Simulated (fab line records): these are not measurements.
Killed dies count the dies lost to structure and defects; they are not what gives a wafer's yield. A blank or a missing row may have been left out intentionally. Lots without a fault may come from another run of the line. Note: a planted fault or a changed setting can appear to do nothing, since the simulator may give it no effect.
fab line records | flow nandHarc
[record] lots = 15 wafers = 45 lastDay = 24
route steps=1159 shown P_BONDPAD@385 A_ONON_D1@436
lots with no fault: from the same line, run without faults
startH: the number of hours between the record's first day and the start of the first shown wafer of the lot | waitH: hours since the lot's step before | " unchanged from the row above | L1.1+2: a single row standing in for several wafers | - no value, or no start was given | * or withheld: withheld | < > ~ a bound
route shown NAME@n: names a module that has steps shown in the file, with the first one's number in the route | usual: the fault-free wafers' mean and standard deviation | same: alike in all rows | chamber/n: place in a boat | sites: the reading at each site | _std_site: standard deviation of those values | _edge_site: inner sites' mean taken away from outer sites' mean | radiusMm: for every site, how far away it sits from the centre of the wafer | mask NAME#n: copy n | behind: the most recent tool/chamber to have shaped the wafer | hold: reason for holding the lot/hours on hold/outcome of the hold | device: the n, p or np transistor that did not switch | end of line: the route-end tests of the same wafers | where a step has no rows: the recipe by itself | killed: count of dies lost to structure and defects at first sort (not the wafer's yield) | map: a wafer's dies, x killed, . not, _ none there
set.NAME: the setting as run; set.NAME@STEP: as run at that earlier step | model.NAME: the simulator's own value behind a step, which no gauge read
one table for each step of the route and one row for each wafer, over a sample of lots
services: when a tool's chamber went out of use (startH, in hours from the record's first day, below 0 if earlier), for how many hours, and the reason
[[steps]]
[step NHARC_P_BONDPAD_INSPECT_23]
[usual] rawDefectCount = 345/120
// columns lot.wafer tool chamber startH waitH rawDefectCount
L813.1 defectInspect-01 - 121.76 0.0 464
L813.3 " - " " 595
L813.5 " - " " 342
L814.1 defectInspect-01 - 141.17 0.0 772
L814.2 " - " " 359
L814.3 " - " " 333
L815.2 defectInspect-02 - 155.85 0.0 320
L815.3 " - " " 293
L815.6 " - " " 215
L816.1 defectInspect-01 - 156.13 0.0 302
L816.2 " - " " 422
L816.3 " - " " 291
L818.3 defectInspect-01 - 165.43 0.0 199
L818.4 " - " " 222
L818.6 " - " " 354
L821.2 defectInspect-02 - 174.68 0.0 376
L821.5 " - " " 379
L821.6 " - " " 297
L824.2 defectInspect-01 - 192.40 0.0 289
L824.3 " - " " 509
L824.6 " - " " 221
L826.1 defectInspect-01 - 204.49 0.0 416
L826.5 " - " " 271
L826.6 " - " " 411
L827.1 defectInspect-02 - 216.59 0.0 313
L827.2 " - " " 333
L827.4 " - " " 280
L829.4 defectInspect-01 - 235.68 0.0 566
L829.5 " - " " 390
L829.6 " - " " 801
L830.2 defectInspect-01 - 235.91 0.0 429
L830.4 " - " " 227
L830.5 " - " " 359
L831.4 defectInspect-01 - 241.69 0.0 284
L831.5 " - " " 256
L831.6 " - " " 242
L833.1 defectInspect-02 - 252.18 0.0 295
L833.2 " - " " 251
L833.3 " - " " 369
L835.1 defectInspect-01 - 264.94 0.0 327
L835.4 " - " " 341
L835.6 " - " " 660
L834.3 defectInspect-01 - 266.23 0.0 443
L834.4 " - " " 688
L834.6 " - " " 263
[step NHARC_A_ONON_D1_DEP_16]
[recipe] targetThkA = 10000 n2FlowSccm = 2750 n2oFlowSccm = 2000 nh3FlowSccm = 500 sih4FlowSccm = 210 tempC = 400
[usual] n2FlowSccm = 2749/8.3
// columns lot.wafer tool chamber startH waitH n2FlowSccm
L813.1 pecvdOnon-01 0 153.58 0.1 2755
L813.3 " 0 " " 2753
L813.5 " 0 " " 2755
L814.1 pecvdOnon-02 0 174.37 0.1 2743
L814.2 " 0 " " 2753
L814.3 " 0 " " 2744
L816.1 pecvdOnon-04 0 188.19 0.1 2749
L816.2 " 0 " " 2762
L816.3 " 0 " " 2740
L815.2 pecvdOnon-01 0 188.25 0.1 2749
L815.3 " 0 " " 2744
L815.6 " 0 " " 2737
L818.3 pecvdOnon-02 0 200.51 0.2 2749
L818.4 " 0 " " 2744
L818.6 " 0 " " 2743
L821.2 pecvdOnon-01 0 208.49 0.1 2757
L821.5 " 0 " " 2745
L821.6 " 0 " " 2757
L824.2 pecvdOnon-04 0 230.32 0.1 2762
L824.3 " 0 " " 2753
L824.6 " 0 " " 2760
L826.1 pecvdOnon-01 0 239.46 0.1 2757
L826.5 " 0 " " 2742
L826.6 " 0 " " 2750
L827.1 pecvdOnon-01 0 250.36 0.1 2738
L827.2 " 0 " " 2731
L827.4 " 0 " " 2747
L829.4 pecvdOnon-02 0 273.33 0.2 2733
L829.5 " 0 " " 2745
L829.6 " 0 " " 2737
L831.4 pecvdOnon-04 0 273.33 0.2 2731
L831.5 " 0 " " 2737
L831.6 " 0 " " 2737
L830.2 pecvdOnon-01 0 273.56 0.5 2752
L830.4 " 0 " " 2755
L830.5 " 0 " " 2768
L833.1 pecvdOnon-04 0 287.02 0.1 2758
L833.2 " 0 " " 2768
L833.3 " 0 " " 2755
L834.3 pecvdOnon-04 0 298.46 0.2 2746
L834.4 " 0 " " 2744
L834.6 " 0 " " 2758
L835.1 pecvdOnon-04 0 298.69 0.4 2758
L835.4 " 0 " " 2744
L835.6 " 0 " " 2747
[step NHARC_A_ONON_D1_THK_MEAS_18]
[recipe] thkMeasGauge = ellipsometry
[usual] thkNm = 998/6.8
// columns lot.wafer tool chamber startH waitH thkNm
L813.1 filmMetro-01 - 154.09 - 1003
L813.3 " - " " 1004
L813.5 " - " " 1006
L814.1 filmMetro-01 - 174.88 - 1011
L814.2 " - " " 1011
L814.3 " - " " 1013
L816.1 filmMetro-01 - 188.72 - 1006
L816.2 " - " " 1007
L816.3 " - " " 1007
L815.2 filmMetro-02 - 188.72 - 997
L815.3 " - " " 998
L815.6 " - " " 996
L818.3 filmMetro-02 - 200.91 - 992
L818.4 " - " " 994
L818.6 " - " " 994
L821.2 filmMetro-02 - 208.94 - 1000
L821.5 " - " " 1002
L821.6 " - " " 1000
L824.2 filmMetro-01 - 230.77 - 995
L824.3 " - " " 996
L824.6 " - " " 997
L826.1 filmMetro-01 - 239.98 - 1038
L826.5 " - " " 1038
L826.6 " - " " 1040
L827.1 filmMetro-02 - 250.86 - 1044
L827.2 " - " " 1044
L827.4 " - " " 1042
L829.4 filmMetro-01 - 273.66 - 992
L829.5 " - " " 993
L829.6 " - " " 991
L831.4 filmMetro-02 - 273.66 - 1004
L831.5 " - " " 1002
L831.6 " - " " 1003
L830.2 filmMetro-01 - 274.01 - 1049
L830.4 " - " " 1049
L830.5 " - " " 1048
L833.1 filmMetro-01 - 287.53 - 1004
L833.2 " - " " 1005
L833.3 " - " " 1004
L834.3 filmMetro-01 - 298.85 - 1010
L834.4 " - " " 1007
L834.6 " - " " 1009
L835.1 filmMetro-02 - 299.20 - 999
L835.4 " - " " 999
L835.6 " - " " 999
[step NHARC_A_ONON_D1_DEP_33]
[recipe] targetThkA = 2000 tempC = 400 pressureTorr = 6.5 rfW = 900 teosFlowSccm = 161.4 flowSccm = 2650 targetThkNm = 200 gas = O2 material = SiO2
[usual] flowSccm = 2650/8.1 heaterPowerW = 552/84 throttleValvePct = 16.0/0.43
// columns lot.wafer tool chamber startH waitH flowSccm heaterPowerW throttleValvePct
L813.1 pecvd-03 1 156.46 0.1 2652 710 16.5
L813.3 " 2 " " 2651 556 16.2
L813.5 " 0 " " 2657 403 16.0
L814.1 pecvd-02 1 177.46 0.3 2645 518 16.1
L814.2 " 2 " " 2652 452 15.8
L814.3 " 0 " " 2639 507 16.4
L816.3 pecvd-03 2 191.31 0.1 2661 598 16.2
L816.1 " 0 " " 2653 415 16.2
L816.2 " 1 " " 2655 545 16.4
L815.2 pecvd-02 2 191.45 0.1 2648 531 15.2
L815.3 " 0 " " 2647 485 16.6
L815.6 " 2 " " 2660 549 15.4
L818.3 pecvd-03 1 203.29 0.1 2662 680 16.4
L818.6 " 1 " " 2653 674 16.7
L818.4 " 2 " " 2653 600 16.3
L821.2 pecvd-02 1 211.36 0.1 2632 504 15.6
L821.5 " 0 " " 2650 389 16.2
L821.6 " 1 " " 2641 510 15.7
L824.3 pecvd-01 2 233.38 0.2 2654 661 16.3
L824.2 " 0 " " 2652 560 16.1
L824.6 " 2 " " 2655 497 16.0
L826.1 pecvd-02 1 242.97 0.1 2668 606 15.7
L826.6 " 2 " " 2661 576 15.7
L826.5 " 0 " " 2646 378 16.6
L827.2 pecvd-02 2 253.22 0.1 2640 584 15.4
L827.1 " 0 " " 2651 500 16.4
L827.4 " 1 " " 2661 500 15.8
L831.4 pecvd-02 1 276.13 0.2 2647 603 15.6
L831.5 " 2 " " 2646 587 15.4
L831.6 " 0 " " 2651 456 16.8
L829.4 pecvd-01 0 276.19 0.3 2657 545 15.5
L829.5 " 1 " " 2653 574 15.9
L829.6 " 0 " " 2656 554 15.5
L830.2 pecvd-02 0 276.43 0.1 2645 468 16.9
L830.5 " 1 " " 2638 563 15.8
L830.4 " 0 " " 2650 486 16.8
L833.3 pecvd-02 0 289.92 0.1 2642 423 16.7
L833.2 " 1 " " 2648 463 16.1
L833.1 " 2 " " 2642 572 15.7
L834.3 pecvd-01 2 301.28 0.1 2643 565 15.8
L834.4 " 0 " " 2653 544 15.4
L834.6 " 2 " " 2662 567 15.9
L835.1 pecvd-01 2 301.59 0.1 2648 591 15.9
L835.6 " 2 " " 2647 617 15.9
L835.4 " 0 " " 2650 548 15.3
[[services]]
// columns tool chamber startH hours kind
pecvdOnon-04 - 131.41 6.8 repair
pecvdOnon-02 - 136.54 0.6 repair
pecvd-02 - 153.01 13.0 pm
pecvd-02 0 153.01 13.0 ventCycle
pecvd-02 1 153.01 13.0 ventCycle
pecvd-02 2 153.01 13.0 ventCycle
pecvd-02 0 166.01 - clean
pecvd-02 1 166.01 - clean
pecvd-02 2 166.01 - clean
pecvdOnon-01 - 195.28 13.0 pm
pecvd-02 - 209.51 1.1 repair
pecvdOnon-04 - 237.00 13.0 pm
pecvd-01 - 237.05 13.0 pm
pecvd-01 0 237.05 13.0 ventCycle
pecvd-01 1 237.05 13.0 ventCycle
pecvd-01 2 237.05 13.0 ventCycle
pecvd-01 0 250.05 - clean
pecvd-01 1 250.05 - clean
pecvd-01 2 250.05 - clean
pecvd-02 - 250.93 0.9 repair
pecvd-01 2 273.73 10.3 repair
pecvdOnon-02 - 292.00 13.0 pm
pecvd-03 - 292.01 13.0 pm
pecvd-03 0 292.01 13.0 ventCycle
[[key]]
[firstSign] step = NHARC_A_ONON_D1_THK_MEAS_18 reading = thkNm direction = up sigmas = 6.6 usual = 998 struck = 1044
effect none on later readings
metAt NHARC_A_ONON_D1_DEP_16
struckLots L826,L827,L830
laterRowsLeftOut L826.1,L826.5,L826.6,L827.1,L827.2,L827.4,L830.2,L830.4,L830.5
sortLeftOut L826.1,L826.5,L826.6,L827.1,L827.2,L827.4,L830.2,L830.4,L830.5
testerLeftOut L826,L827,L830
notActingAt NHARC_P_BONDPAD_INSPECT_23,NHARC_A_ONON_D1_DEP_33
onsetBetween 208.49 239.46
[fault] kind = processParameterDrift tool = pecvdOnon-01 chamber = - onsetH = 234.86 steps = NHARC_A_ONON_D1_DEP_16 channel = targetThkA offset = * shape = step endH = 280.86 actsIn = * stated = *
// testerLeftOut: of these lots the tester's yield and bins aren't shown, on N5 and GAA mostly nor the transistor test; their killed dies are dies lost to structure and defects alone, not to doping, threshold or leakage, so they don't give the yield
// sortLeftOut: the simulated sort isn't trusted on such a fault, so these wafers' sort isn't shown, and their yield isn't known
// laterRowsLeftOut: the simulator's readings of these wafers behind a module that went badly wrong aren't trusted and aren't shown, but for the sort
